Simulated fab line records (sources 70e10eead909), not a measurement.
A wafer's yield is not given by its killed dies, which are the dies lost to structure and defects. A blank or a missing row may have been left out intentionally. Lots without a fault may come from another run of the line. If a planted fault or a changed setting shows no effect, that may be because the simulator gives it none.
Matching of chambers -- flow nand harc -- NHARC_A_SLIT_DEP_23 on pecvd-03: 3 sister chambers
The step deposits SiON, target thk 100 nm. 18 wafers are shown with their chamber, then 9 later ones without.

WAFERS, EACH WITH ITS CHAMBER
wafer,chamber,heater power w (W)
L075.1,2,762
L075.2,0,674
L075.4,2,792
L079.1,0,636
L079.4,1,755
L079.6,0,625
L078.3,0,661
L078.4,2,909
L078.5,0,673
L082.2,2,807
L082.3,0,696
L082.5,2,824
L081.2,0,597
L081.3,1,811
L081.4,0,609
L089.1,0,676
L089.3,1,757
L089.6,2,887

SIGNATURES (averages over the wafers above)
reading,chamber 0,chamber 1,chamber 2,scatter within a chamber
heater power w,649.67,774.33,830.17,42.8
Rule: for each reading, subtract the chamber's mean from the wafer's reading, divide by that reading's scatter and square the result; add these up over the readings and take the root, which gives the wafer's distance from the chamber. The wafer belongs to the nearest chamber; if the next one is less than 2 further off, it can't be placed. How the scatter is found: for the shown wafers, subtract from each reading the mean of its chamber, square and add these, divide the total by (wafers less chambers), then take the root.

WAFERS WHOSE CHAMBER IS MISSING
wafer,heater power w (W)
L090.1,843
L090.2,655
L090.6,881
L091.1,787
L091.3,596
L091.4,828
L095.1,797
L095.2,746
L095.4,590

EACH ONE'S CHAMBER
wafer,from the rows above,in truth
L090.1,can't be placed: 2 or 1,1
L090.2,0,0
L090.6,can't be placed: 2 or 1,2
L091.1,can't be placed: 1 or 2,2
L091.3,0,0
L091.4,can't be placed: 2 or 1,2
L095.1,can't be placed: 1 or 2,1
L095.2,can't be placed: 1 or 2 or 0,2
L095.4,0,0
Correct placement for 3 of the 9. Can't be placed from these rows: 6 (the true chamber is among the candidates in 6). Wrongly placed: 0.
